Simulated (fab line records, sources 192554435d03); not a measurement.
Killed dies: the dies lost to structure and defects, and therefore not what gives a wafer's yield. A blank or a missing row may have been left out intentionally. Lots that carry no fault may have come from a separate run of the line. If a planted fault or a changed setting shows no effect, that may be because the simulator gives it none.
fab line records	flow n5-finfet	part 1 of 2: steps 1 to 18 of 26
[record] lots = 5	wafers = 15	last-day = 16
route steps=1938 shown BEOL_M5@1153
lots that met no fault: taken from a fault-free run of the same line
start-h: hours from the record's first day to the start of the lot's first wafer shown	wait-h: hours from the lot's prior step to this one	" the same as in the row above	L1.1+2: one row covering several wafers at once	- either no value or no given start	* or withheld: withheld	< > ~ a bound
route shown NAME@n: names a module that has steps shown in the file, with the first one's number in the route	usual: the fault-free wafers' mean and standard deviation	same: alike in all rows	chamber/n: place in a boat	sites: the reading at each site	_std_site: standard deviation across them	_edge_site: outer sites' mean less inner sites'	radius-mm: how far each site lies from the wafer's centre	mask NAME#n: copy n	behind: the tool/chamber that last shaped the wafer	hold: reason for holding the lot/hours on hold/outcome of the hold	device: the transistor (n, p or np) that didn't switch	end of line: the route-end tests of the same wafers	a step with no rows: only its recipe	killed: dies lost to structure and defects at the first sort, not the wafer's yield	map: a wafer's dies, marking killed ones x, the rest . and places with no die _
set.NAME: the setting the step ran with; set.NAME@STEP: the setting that earlier step ran with	model.NAME: the simulator's own value behind a step, which no gauge read
lots at some steps of the route; a table a step, a row a wafer
services: from which hour (start-h, from the record's first day; less than 0 if before it) a tool's chamber was out of use, for how many hours, and why
[[steps]]
[step N5_BEOL_M5_ETCH_67]
[recipe] chemistry = CF4	target = SiARC	target-depth-a = 156	mask-material = CAR-EUV	time-s = 26	ion-energy-ev = 80	pressure-mtorr = 40	source-w = 545	bias-w = 36	Ar_flow_sccm = 100	cf4-flow-sccm = 100	ends = cleared
[usual] drypump-motor-current-A = 5.5/0.48	etch-rf-on-time-s = 26.0/0.39	oes-product-au = 0.66/0.075	rf-vpp-V = 184.1/1.1	showerhead-plenum-p-Torr = 2.14/0.06	throttle-valve-pct = 15.61/0.21
lot.wafer	tool	chamber	start-h	wait-h	drypump-motor-current-A	etch-rf-on-time-s	oes-product-au	rf-hours-counter-h	rf-vpp-V	showerhead-plenum-p-Torr	throttle-valve-pct
L074.4	rie-diel-05	0	176.31	0.0	6.4	26.0	0.58	231	183.9	2.12	16.00
L074.5	"	2	"	"	6.3	26.1	0.59	-	183.5	2.04	15.92
L074.6	"	1	"	"	5.0	26.3	0.62	-	184.7	2.20	15.52
L083.2	rie-diel-02	2	228.84	0.0	5.2	25.3	0.66	176	185.7	2.13	15.75
L083.4	"	1	"	"	5.4	25.6	0.73	50	184.2	2.17	15.32
L083.6	"	2	"	"	5.2	25.3	0.65	-	183.6	2.13	15.75
L091.2	rie-diel-03	3	274.09	0.0	5.3	26.2	0.58	228	183.2	2.12	15.71
L091.3	"	2	"	"	4.8	25.4	0.78	34	185.3	2.19	15.49
L091.4	"	0	"	"	5.5	25.9	0.66	129	183.5	2.14	15.52
L092.4	rie-diel-03	2	283.64	0.0	4.8	25.3	0.76	37	184.1	2.18	15.52
L092.5	"	1	"	"	5.4	25.7	0.67	-	184.4	2.15	15.54
L092.6	"	2	"	"	4.8	25.3	0.77	-	184.4	2.18	15.49
L093.3	rie-diel-02	0	287.42	0.0	5.9	26.1	0.74	55	187.0	2.26	15.13
L093.5	"	0	"	"	5.9	26.4	0.74	-	185.4	2.26	15.14
L093.6	"	3	"	"	5.8	26.0	0.62	-	186.7	2.21	15.76
[step N5_BEOL_M5_ETCH_68]
[recipe] chemistry = N2/H2	target = SOC	target-depth-a = 800	overetch-a = 160	mask-material = SiARC	temp-c = 40	time-s = 120	ion-energy-ev = 200	pressure-mtorr = 30	source-w = 840	bias-w = 150	n2-flow-sccm = 200	h2-flow-sccm = 200
[usual] drypump-motor-current-A = 5.5/0.48	oes-product-au = 0.59/0.063	rf-vpp-V = 523.8/2.4	showerhead-plenum-p-Torr = 2.54/0.074	throttle-valve-pct = 17.79/0.23
lot.wafer	tool	chamber	start-h	wait-h	drypump-motor-current-A	oes-product-au	rf-hours-counter-h	rf-vpp-V	showerhead-plenum-p-Torr	throttle-valve-pct
L074.4	rie-diel-05	0	176.34	0.0	6.5	0.53	231	523.2	2.51	18.16
L074.5	"	2	"	"	6.3	0.53	-	520.1	2.41	18.13
L074.6	"	1	"	"	5.0	0.55	-	525.3	2.63	17.76
L083.2	rie-diel-02	2	228.86	0.0	5.2	0.58	176	523.5	2.53	18.02
L083.4	"	1	"	"	5.4	0.64	50	523.9	2.58	17.56
L083.6	"	2	"	"	5.2	0.57	-	525.2	2.53	18.00
L091.2	rie-diel-03	3	274.12	0.0	5.4	0.52	228	521.2	2.50	17.84
L091.3	"	2	"	"	4.9	0.68	34	525.0	2.59	17.70
L091.4	"	0	"	"	5.5	0.59	129	525.8	2.55	17.81
L092.4	rie-diel-03	2	283.66	0.0	4.8	0.68	37	523.9	2.59	17.70
L092.5	"	1	"	"	5.4	0.60	-	523.4	2.54	17.63
L092.6	"	2	"	"	4.9	0.69	-	524.8	2.59	17.71
L093.3	rie-diel-02	0	287.45	0.0	5.9	0.67	55	529.0	2.68	17.19
L093.5	"	0	"	"	5.9	0.67	-	527.2	2.68	17.19
L093.6	"	3	"	"	5.8	0.55	-	526.3	2.62	17.74
[step N5_BEOL_M5_STRIP_69]
[recipe] chemistry = N2/H2	temp-c = 40	n2-flow-sccm = 200	h2-flow-sccm = 200	rf-frequency-hz = 6e+07
lot.wafer	tool	chamber	start-h	wait-h
L074.4+5+6	rie-diel-05	0,2,1	176.42	0.0
L083.2+4+6	rie-diel-02	2,1,2	228.95	0.0
L091.2+3+4	rie-diel-03	3,2,0	274.20	0.0
L092.4+5+6	rie-diel-03	2,1,2	283.74	0.0
L093.3+5+6	rie-diel-02	0,0,3	287.53	0.0
[step N5_BEOL_M5_STRIP_76]
[recipe] chemistry = N2/H2	temp-c = 40	n2-flow-sccm = 200	h2-flow-sccm = 200	rf-frequency-hz = 6e+07
lot.wafer	tool	chamber	start-h	wait-h
L074.4+5+6	rie-diel-05	0,2,1	176.43	0.0
L083.2+4+6	rie-diel-02	2,1,2	228.96	0.0
L091.2+3+4	rie-diel-03	3,2,0	274.21	0.0
L092.4+5+6	rie-diel-03	2,1,2	283.75	0.0
L093.3+5+6	rie-diel-02	0,0,3	287.54	0.0
[step N5_BEOL_M5_VIA_ETCH_34]
[recipe] chemistry = C4F6/O2	target = SiCOH_lowk	target-depth-a = 883	mask-material = SOC	taper-deg = 4	time-s = 39.2	ion-energy-ev = 250	pressure-mtorr = 30	source-w = 345	bias-w = 185	Ar_flow_sccm = 300	C4F6_flow_sccm = 10	O2_flow_sccm = 10
[usual] drypump-motor-current-A = 5.5/0.48	oes_o_777_au = 0.78/0.084	oes-product-au = 0.78/0.087	rf-vpp-V = 661/9.8	showerhead-plenum-p-Torr = 2.85/0.08	throttle-valve-pct = 20.88/0.2
lot.wafer	tool	chamber	start-h	wait-h	drypump-motor-current-A	oes_o_777_au	oes-product-au	rf-hours-counter-h	rf-vpp-V	showerhead-plenum-p-Torr	throttle-valve-pct
L074.4	rie-diel-05	0	176.44	0.0	6.4	0.69	0.68	231	668	2.81	21.26
L074.5	"	2	"	"	6.4	0.69	0.69	-	675	2.70	21.13
L074.6	"	1	"	"	5.0	0.72	0.72	-	660	2.93	20.74
L083.2	rie-diel-02	2	228.97	0.0	5.2	0.77	0.75	176	648	2.83	20.96
L083.4	"	1	"	"	5.4	0.84	0.85	50	673	2.88	20.57
L083.6	"	2	"	"	5.2	0.77	0.75	-	650	2.83	20.96
L091.2	rie-diel-03	3	274.22	0.0	5.3	0.68	0.68	229	662	2.82	20.98
L091.3	"	2	"	"	4.8	0.89	0.90	34	654	2.91	20.84
L091.4	"	0	"	"	5.5	0.79	0.78	130	652	2.84	20.73
L092.4	rie-diel-03	2	283.76	0.0	4.8	0.90	0.89	37	654	2.91	20.84
L092.5	"	1	"	"	5.5	0.78	0.78	-	662	2.86	20.83
L092.6	"	2	"	"	4.9	0.90	0.89	-	655	2.91	20.85
L093.3	rie-diel-02	0	287.55	0.0	5.9	0.84	0.87	55	678	3.00	20.36
L093.5	"	0	"	"	5.9	0.85	0.87	-	678	3.00	20.37
L093.6	"	3	"	"	5.8	0.73	0.72	-	679	2.94	20.93
[step N5_BEOL_M5_STRIP_85]
[recipe] chemistry = C4F6/O2	resist = SiARC	rf-frequency-hz = 6e+07
lot.wafer	tool	chamber	start-h	wait-h
L074.4+5+6	rie-diel-05	0,2,1	176.48	0.0
L083.2+4+6	rie-diel-02	2,1,2	229.00	0.0
L091.2+3+4	rie-diel-03	3,2,0	274.26	0.0
L092.4+5+6	rie-diel-03	2,1,2	283.80	0.0
L093.3+5+6	rie-diel-02	0,0,3	287.59	0.0
[step N5_BEOL_M5_STRIP_36]
[recipe] chemistry = N2/H2	power-w = 450	temp-c = 40	pressure-mtorr = 20	rf-frequency-hz = 6e+07	overash-fraction = 0.3	bias-power-w = 7	h2-frac = 0.5	n2-flow-sccm = 200	h2-flow-sccm = 200
[usual] bias-power-w = 7.002/0.021	drypump-motor-current-A = 5.5/0.48	oes-product-au = 0.77/0.089	rf-vpp-V = 59.2/1.5	showerhead-plenum-p-Torr = 2.54/0.074	throttle-valve-pct = 23.59/0.26
lot.wafer	tool	chamber	start-h	wait-h	bias-power-w	drypump-motor-current-A	oes-product-au	rf-hours-counter-h	rf-vpp-V	showerhead-plenum-p-Torr	throttle-valve-pct
L074.4	rie-diel-05	0	176.49	0.0	7.019	6.4	0.68	231	61.2	2.50	23.93
L074.5	"	2	"	"	7.008	6.4	0.69	-	61.2	2.41	23.97
L074.6	"	1	"	"	7.016	5.0	0.71	-	59.6	2.62	23.56
L083.2	rie-diel-02	2	229.01	0.0	6.989	5.2	0.77	176	59.6	2.53	23.89
L083.4	"	1	"	"	7.000	5.4	0.86	50	59.6	2.58	23.48
L083.6	"	2	"	"	7.011	5.2	0.76	-	58.3	2.53	23.92
L091.2	rie-diel-03	3	274.27	0.0	6.979	5.4	0.68	229	59.8	2.50	23.61
L091.3	"	2	"	"	6.991	4.8	0.90	34	57.1	2.59	23.56
L091.4	"	0	"	"	7.019	5.6	0.77	130	57.4	2.55	23.70
L092.4	rie-diel-03	2	283.81	0.0	7.007	4.9	0.89	37	60.3	2.59	23.56
L092.5	"	1	"	"	7.003	5.4	0.78	-	56.3	2.54	23.37
L092.6	"	2	"	"	7.014	4.9	0.88	-	56.6	2.59	23.54
L093.3	rie-diel-02	0	287.60	0.0	7.026	5.9	0.88	55	59.1	2.68	22.89
L093.5	"	0	"	"	7.053	5.9	0.88	-	59.4	2.68	22.92
L093.6	"	3	"	"	6.993	5.8	0.72	-	58.9	2.62	23.36
[step N5_BEOL_M5_TRENCH_ETCH_37]
[recipe] chemistry = C4F6/O2	target-depth-a = 716.52	target = SiCOH_lowk	time-s = 24.7	ion-energy-ev = 250	pressure-mtorr = 30	source-w = 345	bias-w = 185	Ar_flow_sccm = 300	C4F6_flow_sccm = 10	O2_flow_sccm = 10
[usual] drypump-motor-current-A = 5.5/0.48	oes_o_777_au = 0.78/0.084	oes-product-au = 0.77/0.087	rf-vpp-V = 662/9.7	showerhead-plenum-p-Torr = 2.85/0.08	throttle-valve-pct = 20.92/0.2
lot.wafer	tool	chamber	start-h	wait-h	drypump-motor-current-A	oes_o_777_au	oes-product-au	rf-hours-counter-h	rf-vpp-V	showerhead-plenum-p-Torr	throttle-valve-pct
L074.4	rie-diel-05	0	-	-	6.4	0.69	0.68	231	667	2.82	21.30
L074.5	"	2	"	"	6.4	0.69	0.70	-	675	2.70	21.17
L074.6	"	1	"	"	5.0	0.73	0.72	-	659	2.93	20.78
L083.2	rie-diel-02	2	-	-	5.2	0.77	0.75	176	648	2.82	20.99
L083.4	"	1	"	"	5.4	0.84	0.85	50	676	2.88	20.62
L083.6	"	2	"	"	5.2	0.77	0.76	-	650	2.83	20.98
L091.2	rie-diel-03	3	-	-	5.3	0.69	0.68	229	662	2.82	21.01
L091.3	"	2	"	"	4.8	0.90	0.89	34	654	2.91	20.87
L091.4	"	0	"	"	5.6	0.79	0.78	130	655	2.84	20.78
L092.4	rie-diel-03	2	-	-	4.8	0.90	0.89	37	654	2.91	20.91
L092.5	"	1	"	"	5.4	0.79	0.77	-	661	2.86	20.87
L092.6	"	2	"	"	4.8	0.90	0.88	-	653	2.91	20.89
L093.3	rie-diel-02	0	-	-	5.9	0.85	0.87	55	679	3.00	20.41
L093.5	"	0	"	"	5.9	0.84	0.87	-	678	3.00	20.43
L093.6	"	3	"	"	5.7	0.73	0.73	-	678	2.94	20.99
[step N5_BEOL_M5_ETCH_41]
[recipe] chemistry = CH3F/O2	target = SiCN	target-depth-a = 315	taper-deg = 2	time-s = 56.7	ion-energy-ev = 120	mask-material = TiN	pressure-mtorr = 30	source-w = 395	bias-w = 75	Ar_flow_sccm = 150	CH3F_flow_sccm = 30	O2_flow_sccm = 20
[usual] drypump-motor-current-A = 5.5/0.48	oes-product-au = 0.77/0.088	rf-vpp-V = 297.3/1.4	showerhead-plenum-p-Torr = 2.00/0.059	throttle-valve-pct = 16.33/0.21
lot.wafer	tool	chamber	start-h	wait-h	drypump-motor-current-A	oes-product-au	rf-hours-counter-h	rf-vpp-V	showerhead-plenum-p-Torr	throttle-valve-pct
L074.4	rie-diel-05	0	-	-	6.4	0.68	231	296.9	1.98	16.72
L074.5	"	2	"	"	6.4	0.69	-	293.3	1.89	16.62
L074.6	"	1	"	"	5.0	0.71	-	296.7	2.06	16.23
L083.2	rie-diel-02	2	-	-	5.2	0.76	176	296.7	1.99	16.43
L083.4	"	1	"	"	5.4	0.85	50	299.4	2.03	16.03
L083.6	"	2	"	"	5.2	0.75	-	296.2	1.99	16.43
L091.2	rie-diel-03	3	-	-	5.4	0.68	229	296.7	1.98	16.45
L091.3	"	2	"	"	4.8	0.90	34	298.3	2.04	16.22
L091.4	"	0	"	"	5.5	0.77	130	296.3	2.00	16.21
L092.4	rie-diel-03	2	-	-	4.8	0.89	37	298.9	2.04	16.22
L092.5	"	1	"	"	5.4	0.77	-	295.8	2.01	16.25
L092.6	"	2	"	"	4.8	0.89	-	298.2	2.04	16.22
L093.3	rie-diel-02	0	-	-	5.9	0.87	55	299.9	2.11	15.85
L093.5	"	0	"	"	5.9	0.87	-	300.7	2.11	15.84
L093.6	"	3	"	"	5.8	0.72	-	298.5	2.07	16.42
[step N5_BEOL_M5_STRIP_91]
[recipe] chemistry = N2/H2	time-s = 10	power-w = 450	temp-c = 40	pressure-mtorr = 20	rf-frequency-hz = 6e+07	bias-power-w = 7	n2-flow-sccm = 200	h2-flow-sccm = 200
[usual] bias-power-w = 7.000/0.019	drypump-motor-current-A = 5.5/0.47	oes-product-au = 0.78/0.088	rf-vpp-V = 59.0/0.91	showerhead-plenum-p-Torr = 2.54/0.074	throttle-valve-pct = 23.59/0.26
lot.wafer	tool	chamber	start-h	wait-h	bias-power-w	drypump-motor-current-A	oes-product-au	rf-hours-counter-h	rf-vpp-V	showerhead-plenum-p-Torr	throttle-valve-pct
L074.4	rie-diel-05	0	-	-	6.978	6.4	0.68	231	60.1	2.50	23.92
L074.5	"	2	"	"	6.998	6.3	0.69	-	59.3	2.41	23.96
L074.6	"	1	"	"	7.002	5.0	0.72	-	59.4	2.62	23.56
L083.2	rie-diel-02	2	-	-	6.990	5.2	0.75	176	59.5	2.53	23.91
L083.4	"	1	"	"	6.984	5.4	0.86	50	59.6	2.58	23.46
L083.6	"	2	"	"	6.993	5.2	0.76	-	59.6	2.53	23.92
L091.2	rie-diel-03	3	-	-	7.004	5.3	0.67	229	60.2	2.50	23.60
L091.3	"	2	"	"	6.988	4.8	0.89	34	58.7	2.59	23.55
L091.4	"	0	"	"	7.014	5.6	0.78	130	57.6	2.55	23.69
L092.4	rie-diel-03	2	-	-	7.017	4.8	0.89	38	58.9	2.59	23.54
L092.5	"	1	"	"	7.014	5.5	0.77	-	59.0	2.54	23.37
L092.6	"	2	"	"	7.023	4.8	0.88	-	58.4	2.59	23.55
L093.3	rie-diel-02	0	-	-	7.004	5.9	0.89	55	57.6	2.68	22.88
L093.5	"	0	"	"	6.989	5.9	0.88	-	58.9	2.68	22.87
L093.6	"	3	"	"	6.999	5.8	0.72	-	60.0	2.62	23.36
[step N5_BEOL_M5_OCD_MEAS_38]
[usual] trench-depth-nm = 71.5/1.1
lot.wafer	tool	chamber	start-h	wait-h	trench-depth-nm
L074.4	ocd-02	-	176.69	-	71.2
L074.5	"	-	"	"	71.5
L074.6	"	-	"	"	70.6
L083.2	ocd-02	-	229.21	-	72.2
L083.4	"	-	"	"	72.6
L083.6	"	-	"	"	71.9
L091.2	ocd-02	-	274.46	-	70.6
L091.3	"	-	"	"	72.8
L091.4	"	-	"	"	71.7
L092.4	ocd-01	-	284.01	-	72.1
L092.5	"	-	"	"	70.8
L092.6	"	-	"	"	72.5
L093.3	ocd-01	-	287.79	-	72.3
L093.5	"	-	"	"	71.8
L093.6	"	-	"	"	71.7
[step N5_BEOL_M5_HM_STRIP_39]
[recipe] chemistry = peroxide-tin-strip	material = TiN	target-depth-a = 250	temp-c = 50	time-s = 158
[usual] bath-heat-duty-pct = 7.1/0.89
lot.wafer	tool	chamber	start-h	wait-h	bath-heat-duty-pct
L074.4	wet-bench-04	0	176.71	0.0	6.8
L074.5	"	7	"	"	7.8
L074.6	"	3	"	"	7.2
L083.2	wet-bench-06	6	229.24	0.0	7.3
L083.4	"	5	"	"	6.9
L083.6	"	7	"	"	7.2
L091.2	wet-bench-04	2	274.49	0.0	7.3
L091.3	"	7	"	"	8.9
L091.4	"	6	"	"	7.0
L092.4	wet-bench-06	1	284.04	0.0	5.9
L092.5	"	3	"	"	8.1
L092.6	"	6	"	"	7.5
L093.3	wet-bench-02	3	287.82	0.0	5.7
L093.5	"	2	"	"	8.4
L093.6	"	5	"	"	8.9
[step N5_BEOL_M5_SRD_40]
[recipe] time-s = 30	temp-c = 23	rinse-liquid = diw	dry = ipa-marangoni
[usual] bath-heat-duty-pct = 3.7/0.63
lot.wafer	tool	chamber	start-h	wait-h	bath-heat-duty-pct
L074.4	wet-bench-04	0	176.76	0.0	4.6
L074.5	"	7	"	"	5.0
L074.6	"	3	"	"	3.5
L083.2	wet-bench-06	6	229.28	0.0	4.1
L083.4	"	5	"	"	3.4
L083.6	"	7	"	"	4.6
L091.2	wet-bench-04	2	274.54	0.0	4.5
L091.3	"	7	"	"	4.0
L091.4	"	6	"	"	2.8
L092.4	wet-bench-06	1	284.08	0.0	2.7
L092.5	"	3	"	"	4.0
L092.6	"	6	"	"	4.1
L093.3	wet-bench-02	3	287.87	0.0	3.2
L093.5	"	2	"	"	4.6
L093.6	"	5	"	"	4.2
[step N5_BEOL_M5_PRECLEAN_42]
[recipe] chemistry = residue-remover	time-s = 60	temp-c = 40
[usual] bath-heat-duty-pct = 4.5/0.65
lot.wafer	tool	chamber	start-h	wait-h	bath-heat-duty-pct
L074.4	wet-bench-04	0	176.78	0.0	4.4
L074.5	"	7	"	"	4.9
L074.6	"	3	"	"	4.8
L083.2	wet-bench-06	6	229.30	0.0	4.0
L083.4	"	5	"	"	3.9
L083.6	"	7	"	"	4.2
L091.2	wet-bench-04	2	274.56	0.0	4.5
L091.3	"	7	"	"	5.0
L091.4	"	6	"	"	4.4
L092.4	wet-bench-06	1	284.10	0.0	3.5
L092.5	"	3	"	"	5.3
L092.6	"	6	"	"	4.5
L093.3	wet-bench-02	3	287.89	0.0	4.4
L093.5	"	2	"	"	5.2
L093.6	"	5	"	"	5.2
[step N5_BEOL_M5_SRD_43]
[recipe] time-s = 30	temp-c = 23	rinse-liquid = diw	dry = ipa-marangoni
[usual] bath-heat-duty-pct = 3.6/0.62
lot.wafer	tool	chamber	start-h	wait-h	bath-heat-duty-pct
L074.4	wet-bench-04	0	176.79	0.0	3.4
L074.5	"	7	"	"	4.1
L074.6	"	3	"	"	3.2
L083.2	wet-bench-06	6	229.32	0.0	4.2
L083.4	"	5	"	"	3.5
L083.6	"	7	"	"	3.3
L091.2	wet-bench-04	2	274.57	0.0	3.6
L091.3	"	7	"	"	4.5
L091.4	"	6	"	"	2.9
L092.4	wet-bench-06	1	284.12	0.0	2.1
L092.5	"	3	"	"	4.0
L092.6	"	6	"	"	3.6
L093.3	wet-bench-02	3	287.90	0.0	2.9
L093.5	"	2	"	"	3.7
L093.6	"	5	"	"	4.5
[step N5_BEOL_M5_CD_MEAS_35]
[recipe] target-cd-nm = 28	target-cd-y-nm = 24	polarity = opening
[usual] cd-nm = 28.1/0.3
lot.wafer	tool	chamber	start-h	wait-h	cd-nm
L074.4	cd-sem-03	-	176.84	0.0	28.4
L074.5	"	-	"	"	28.3
L074.6	"	-	"	"	28.3
L083.2	cd-sem-01	-	229.36	0.0	28.3
L083.4	"	-	"	"	27.9
L083.6	"	-	"	"	28.2
L091.2	cd-sem-02	-	274.62	0.0	28.1
L091.3	"	-	"	"	28.1
L091.4	"	-	"	"	28.0
L092.4	cd-sem-01	-	284.16	0.0	28.0
L092.5	"	-	"	"	28.4
L092.6	"	-	"	"	28.2
L093.3	cd-sem-02	-	287.95	0.0	28.3
L093.5	"	-	"	"	28.2
L093.6	"	-	"	"	28.7
[step N5_BEOL_M5_CURE_80]
[recipe] temp-c = 370	time-s = 120	ambient = DMADMS/He	material = SiCOH_lowk
[usual] lamp-power-pct = 52.31/0.055	wafer_temp_C_max = 371.7/0.47
lot.wafer	tool	chamber	start-h	wait-h	lamp-power-pct	wafer_temp_C_max
L074.4	uv-cure-01	0	177.03	0.2	52.30	371.0
L074.5	"	0	"	"	52.33	371.3
L074.6	"	0	"	"	52.35	371.1
L083.2	uv-cure-03	1	230.02	0.7	52.39	371.0
L083.4	"	1	"	"	52.38	370.7
L083.6	"	1	"	"	52.37	371.8
L091.2	uv-cure-03	2	274.71	0.1	52.43	371.4
L091.3	"	2	"	"	52.33	371.3
L091.4	"	2	"	"	52.27	371.4
L092.4	uv-cure-01	2	284.35	0.2	52.40	371.9
L092.5	"	2	"	"	52.23	371.2
L092.6	"	2	"	"	52.26	371.5
L093.3	uv-cure-03	2	288.08	0.1	52.29	371.8
L093.5	"	2	"	"	52.24	371.2
L093.6	"	2	"	"	52.27	371.3
[step N5_BEOL_M5_DEGAS_44]
[recipe] ambient = vacuum	temp-c = 250	time-s = 60
[usual] heater-power-w = 352/51	susceptor-temp-C = 250.02/0.18
lot.wafer	tool	chamber	start-h	wait-h	heater-power-w	susceptor-temp-C
L074.4	pvd-sputter-03	-	177.22	0.1	457	250.10
L074.5	"	-	"	"	459	250.21
L074.6	"	-	"	"	295	250.15
L083.2	pvd-sputter-02	-	232.25	2.1	380	249.88
L083.4	"	-	"	"	360	250.22
L083.6	"	-	"	"	360	250.16
L091.2	pvd-sputter-02	-	275.94	1.2	308	250.00
L091.3	"	-	"	"	349	249.87
L091.4	"	-	"	"	382	249.82
L092.4	pvd-sputter-02	-	284.89	0.5	383	249.79
L092.5	"	-	"	"	362	250.04
L092.6	"	-	"	"	374	250.28
L093.3	pvd-sputter-01	-	288.65	0.5	351	250.07
L093.5	"	-	"	"	355	249.97
L093.6	"	-	"	"	325	250.05
